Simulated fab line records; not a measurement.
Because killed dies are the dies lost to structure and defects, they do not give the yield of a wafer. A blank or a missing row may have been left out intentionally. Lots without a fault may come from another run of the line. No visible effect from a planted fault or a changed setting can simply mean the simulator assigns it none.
A struck lot beside a sound one ; flow n5 finfet ; 36 steps out of a route of 1938
Sound: the wafers L184.2, L184.3, L184.5. Wafers struck: L188.1, L188.5, L188.6. The cause is given at the end.
Each step with rows lists, per side, the tool, then ch with its chambers, then its first start. Under that, the readings that differ: sound wafers ; struck wafers ; difference of the means ; sigmas: that difference in standard deviations of wafers without a fault.
alike: a reading whose means differ by less than 2 such deviations, as well as words and numbers matching on both sides. not compared: withheld readings; readings where some wafer has no value; bounds like >300 that might hide an equal value; numbers whose values overlap and for which the record gives no deviation.
Wherever a step has rows on one side only, a row that says differs or no value, or a row with sigmas, the two part there. When numbers do not overlap yet have no deviation, they are printed without sigmas and do not part them. A reading that every wafer of one side lacks parts them only if that side has two wafers or more.

first, 9 steps without rows for these wafers: N5_BEOL_M14_PRE_CLEAN_42 (time 30 s); N5_BEOL_M14_SPUTTER_43 (material TaN, target thk 15 nm, time 24.19 s); N5_BEOL_M14_SPUTTER_44 (material Ta, target thk 15 nm, time 24.19 s); N5_BEOL_M14_SPUTTER_45 (material Cu, target thk 100 nm, time 16.67 s); N5_BEOL_M14_ECD_47 (material Cu, target thk 1248 nm); N5_BEOL_M14_ANNEAL_48 (time 90 s); N5_BEOL_M14_CMP_49 (polishes, stops on SiO2, t overpolish 5.2 s, target thk 560 nm); N5_BEOL_M14_PRE_CLEAN_52 (time 15 s); N5_BEOL_M14_DEP_53 (deposits SiCN from 3MS/NH3, target thk 50 nm, time 17.8 s).
N5_BEOL_M15_ILD_DEP_00: deposits SiO2 from TEOS/O2, target thk 1629.3 nm, time 346.1 s.
  sound on pecvd-01 ch 0,1,2, day 11 11:22; struck on pecvd-01 ch 1, day 12 21:07
reading;sound;struck;difference;sigmas
susceptor temp C (C);399.79 400.24 400.29;405.64 405.42 405.61;+5.45;+24
model.SiO2_of_BEOL_M15_ILD_DEP_00.thk nm (nm);1630 1609 1618;1572 1599 1592;-31;
  alike: heater power w, showerhead plenum p Torr, throttle valve pct
N5_BEOL_M15_THK_MEAS_01:
  sound on film metro-01, day 11 11:37; struck on film metro-02, day 12 21:47
  alike: M15_ILD_THK
then, 10 steps without rows for these wafers: N5_BEOL_M15_COAT_58 (time 60 s, resist thk 89 nm); N5_BEOL_M15_COAT_04 (resist thk 800 nm); N5_BEOL_M15_EBR_06; N5_BEOL_M15_SOFTBAKE_05 (time 60 s); N5_BEOL_M15_EXPOSE_07 (exposes mask V14); N5_BEOL_M15_PEB_08 (peb time 90 s); N5_BEOL_M15_DEVELOP_09 (develop time 45 s); N5_BEOL_M15_HARDBAKE_14 (time 120 s); N5_BEOL_M15_DESCUM_15 (chemistry O2, time 7.9 s); N5_BEOL_M15_ETCH_59 (etches BARC in N2/H2, target depth 89 nm, overetch 26.7 nm, time 67.9 s).
N5_BEOL_M15_VIA_ETCH_16: etches SiO2 in C4F8/O2/Ar, target depth 1792.2 nm.
  sound on rie diel-04 ch 1,2, day 11 12:13; struck on rie diel-05 ch 0,2,3, day 12 22:58
reading;sound;struck;difference;sigmas
model.etch.depth nm (nm);1630 1609 1618;1572 1599 1592;-31;
  alike: C4F8_flow_sccm, drypump motor current A, oes product au, rf vpp V, showerhead plenum p Torr, throttle valve pct
  not compared: model.coat_of_BEOL_M15_COAT_04.thk nm
then, 13 steps without rows for these wafers: N5_BEOL_M15_STRIP_63 (strips in O2); N5_BEOL_M15_STRIP_64 (strips in O2); N5_BEOL_M15_STRIP_65 (strips in post etch residue remover, time 60 s); N5_BEOL_M15_SRD_66 (time 30 s, dry time 30 s); N5_BEOL_M15_COAT_56 (time 60 s, resist thk 550 nm); N5_BEOL_M15_ETCH_57 (etches SOC in N2/H2, time 750 s); N5_BEOL_M15_COAT_60 (time 60 s, resist thk 89 nm); N5_BEOL_M15_COAT_22 (resist thk 800 nm); N5_BEOL_M15_EBR_24; N5_BEOL_M15_SOFTBAKE_23 (time 60 s); N5_BEOL_M15_EXPOSE_25 (exposes mask M15, target cd 400 nm); N5_BEOL_M15_PEB_26 (peb time 90 s); N5_BEOL_M15_DEVELOP_27 (develop time 45 s).
N5_BEOL_M15_CMP_49: polishes, stops on SiO2, t overpolish 4.9 s, target thk 850 nm.
  sound on cmp-02 ch 0,1,3, day 11 16:13; struck on cmp-03 ch 0,3, day 13 02:31
reading;sound;struck;difference;sigmas
model.SiO2_of_BEOL_M15_ILD_DEP_00.thk nm (nm);1552 1530 1539;1495 1523 1512;-30;
  alike: barrier field endpoint s, motor current A, overpolish run s

== WHERE THEY PART ==
Within this record, at N5_BEOL_M15_ILD_DEP_00 only. Later steps at which nothing parts them and some readings are alike: N5_BEOL_M15_THK_MEAS_01, N5_BEOL_M15_VIA_ETCH_16, N5_BEOL_M15_CMP_49.

WHY: whatever the simulator had introduced
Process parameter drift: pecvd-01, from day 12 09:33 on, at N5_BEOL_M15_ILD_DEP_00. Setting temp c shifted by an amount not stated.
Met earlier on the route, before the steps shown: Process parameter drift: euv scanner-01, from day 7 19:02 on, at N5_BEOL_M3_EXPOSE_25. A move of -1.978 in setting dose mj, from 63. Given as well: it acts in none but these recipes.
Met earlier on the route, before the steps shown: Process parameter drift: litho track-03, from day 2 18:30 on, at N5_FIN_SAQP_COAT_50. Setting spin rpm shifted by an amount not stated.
